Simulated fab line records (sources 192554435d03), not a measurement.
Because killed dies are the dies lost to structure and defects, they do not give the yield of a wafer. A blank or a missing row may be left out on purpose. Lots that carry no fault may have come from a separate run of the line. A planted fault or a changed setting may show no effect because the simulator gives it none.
Check of tool commonality -- flow n5_finfet -- Sampled: 10 lots, 30 wafers

REASON IT WAS OPENED
At N5_BEOL_M0_SAQP_CD_MEAS_14 the reading cd_nm is flagged on 2 of 10 lots. No-fault wafers: 42.6 nm, standard deviation 0.39.
Rule: a lot gets a flag if all its wafers with a number sit over 4 standard deviations from that mean, or if no wafer of it has a number. As for the other lots, they are considered sound.

lot,measured,on,"cd_nm (nm), wafer by wafer",flag
L740,day 5 22:17,cd_sem-01,42.7 42.3 42.4,
L744,day 6 18:30,cd_sem-03,45.6 45.0 44.7,FLAGGED
L745,day 6 21:57,cd_sem-01,44.4 45.2 45.5,FLAGGED
L753,day 9 01:31,cd_sem-01,42.9 42.3 43.0,
L756,day 9 15:36,cd_sem-03,42.9 41.8 42.6,
L758,day 10 08:43,cd_sem-01,42.4 42.5 43.2,
L759,day 10 10:41,cd_sem-02,42.6 42.3 42.4,
L760,day 11 00:15,cd_sem-03,42.9 43.0 42.7,
L761,day 11 06:26,cd_sem-03,42.5 42.8 42.0,
L762,day 11 07:17,cd_sem-02,41.7 43.0 42.7,
The numbers of the flagged lots are 45.1 nm on average: +2.5 nm against the usual, or +6 standard deviations.

EACH LOT AND THE TOOL IT RAN ON
The record holds 4 process steps before the reading, out of a route of 1938 steps. Each cell gives the tool, then ch followed by the chambers the sampled wafers passed through, then the start.
lot,flag,N5_MOL_CONTACT_COAG_CMP_52,N5_BEOL_M0_SAQP_ILD_DEP_01,N5_BEOL_M0_SAQP_HM_DEP_111,N5_BEOL_M0_SAQP_PEB_12
L740,,"cmp-03 ch 1,2,3, day 5 15:28","pecvd-01 ch 0,1,2, day 5 19:04","pecvd-01 ch 0,2, day 5 21:50","litho_track-02 ch 0, day 5 22:13"
L744,FLAGGED,"cmp-04 ch 1,3, day 6 13:28","pecvd-01 ch 0,1, day 6 17:09","pecvd-02 ch 0,1, day 6 18:11","litho_track-05 ch 0, day 6 18:26"
L745,FLAGGED,"cmp-04 ch 1,2,3, day 6 16:11","pecvd-01 ch 0,1,2, day 6 20:09","pecvd-02 ch 0,2, day 6 21:29","litho_track-05 ch 0, day 6 21:53"
L753,,"cmp-02 ch 0,2,3, day 8 21:03","pecvd-02 ch 0,1,2, day 9 00:46","pecvd-01 ch 0,1,2, day 9 01:11","litho_track-03 ch 0, day 9 01:26"
L756,,"cmp-03 ch 0,1, day 9 08:59","pecvd-01 ch 0,1, day 9 12:49","pecvd-02 ch 0,1, day 9 15:09","litho_track-02 ch 0, day 9 15:32"
L758,,"cmp-03 ch 1,3, day 10 01:47","pecvd-04 ch 1,2, day 10 06:45","pecvd-02 ch 0,1,2, day 10 08:17","litho_track-02 ch 0, day 10 08:39"
L759,,"cmp-03 ch 0,1,2, day 10 05:58","pecvd-01 ch 0,1,2, day 10 09:46","pecvd-01 ch 0,1,2, day 10 10:14","litho_track-02 ch 0, day 10 10:37"
L760,,"cmp-02 ch 0,3, day 10 19:03","pecvd-04 ch 0,1,2, day 10 22:43","pecvd-04 ch 0,2, day 10 23:56","litho_track-03 ch 0, day 11 00:11"
L761,,"cmp-03 ch 0,2,3, day 10 22:30","pecvd-04 ch 0,2, day 11 02:10","pecvd-02 ch 0,1,2, day 11 06:07","litho_track-05 ch 0, day 11 06:22"
L762,,"cmp-04 ch 1,3, day 10 23:01","pecvd-04 ch 0,1, day 11 05:10","pecvd-02 ch 0,1, day 11 06:50","litho_track-05 ch 0, day 11 07:13"
What the steps here do:
- N5_MOL_CONTACT_COAG_CMP_52: polishes, stops on SiO2, t overpolish 1.5 s, target thk 66.5 nm.
- N5_BEOL_M0_SAQP_ILD_DEP_01: deposits SiOC from DEMS/O2, target thk 45.419 nm, time 8.7 s.
- N5_BEOL_M0_SAQP_HM_DEP_111: deposits SiO2 from SiH4/N2O, target thk 12 nm, time 7.2 s.
- N5_BEOL_M0_SAQP_PEB_12: peb time 60 s.
- N5_BEOL_M0_SAQP_CD_MEAS_14: target cd 42.5 nm.

FLAGGED OVER TOTAL, TOOL BY TOOL (the gauges that took the reading come last)
step,tool,lots run,flagged,share of the flagged lots,sound lots run after its first flagged lot
N5_MOL_CONTACT_COAG_CMP_52,cmp-02,2,0,none,-
N5_MOL_CONTACT_COAG_CMP_52,cmp-03,5,0,none,-
N5_MOL_CONTACT_COAG_CMP_52,cmp-04,3,2,all,1 (L762)
N5_BEOL_M0_SAQP_ILD_DEP_01,pecvd-01,5,2,all,"2 (L756,L759)"
N5_BEOL_M0_SAQP_ILD_DEP_01,pecvd-02,1,0,none,-
N5_BEOL_M0_SAQP_ILD_DEP_01,pecvd-04,4,0,none,-
N5_BEOL_M0_SAQP_HM_DEP_111,pecvd-01,3,0,none,-
N5_BEOL_M0_SAQP_HM_DEP_111,pecvd-02,6,2,all,"4 (L756,L758,L761,L762)"
N5_BEOL_M0_SAQP_HM_DEP_111,pecvd-04,1,0,none,-
N5_BEOL_M0_SAQP_PEB_12,litho_track-02,4,0,none,-
N5_BEOL_M0_SAQP_PEB_12,litho_track-03,2,0,none,-
N5_BEOL_M0_SAQP_PEB_12,litho_track-05,4,2,all,"2 (L761,L762)"
N5_BEOL_M0_SAQP_CD_MEAS_14,cd_sem-01,4,1,some,"2 (L753,L758)"
N5_BEOL_M0_SAQP_CD_MEAS_14,cd_sem-02,2,0,none,-
N5_BEOL_M0_SAQP_CD_MEAS_14,cd_sem-03,4,1,some,"3 (L756,L760,L761)"

WHAT IS ALLOWED BY THE TABLE
4 rows of the table ran every flagged lot: cmp-04 at N5_MOL_CONTACT_COAG_CMP_52, pecvd-01 at N5_BEOL_M0_SAQP_ILD_DEP_01, pecvd-02 at N5_BEOL_M0_SAQP_HM_DEP_111, litho_track-05 at N5_BEOL_M0_SAQP_PEB_12.
- cmp-04 at N5_MOL_CONTACT_COAG_CMP_52: 2 of its 3 lots flagged. After the first flagged lot (L762), sound lots still ran on it; a lasting fault on the whole tool would not permit that.
- pecvd-01 at N5_BEOL_M0_SAQP_ILD_DEP_01: 2 of its 5 lots flagged. After the first flagged lot (L756, L759), sound lots still ran on it; a lasting fault on the whole tool would not permit that.
- pecvd-02 at N5_BEOL_M0_SAQP_HM_DEP_111: 2 of its 6 lots flagged. After the first flagged lot (L756, L758, L761, L762), sound lots still ran on it; a lasting fault on the whole tool would not permit that.
- litho_track-05 at N5_BEOL_M0_SAQP_PEB_12: 2 of its 4 lots flagged. After the first flagged lot (L761, L762), sound lots still ran on it; a lasting fault on the whole tool would not permit that.
Not one row of the table ran every flagged lot while running no sound lot after the first.

WHAT THE SIMULATOR HAD PUT IN
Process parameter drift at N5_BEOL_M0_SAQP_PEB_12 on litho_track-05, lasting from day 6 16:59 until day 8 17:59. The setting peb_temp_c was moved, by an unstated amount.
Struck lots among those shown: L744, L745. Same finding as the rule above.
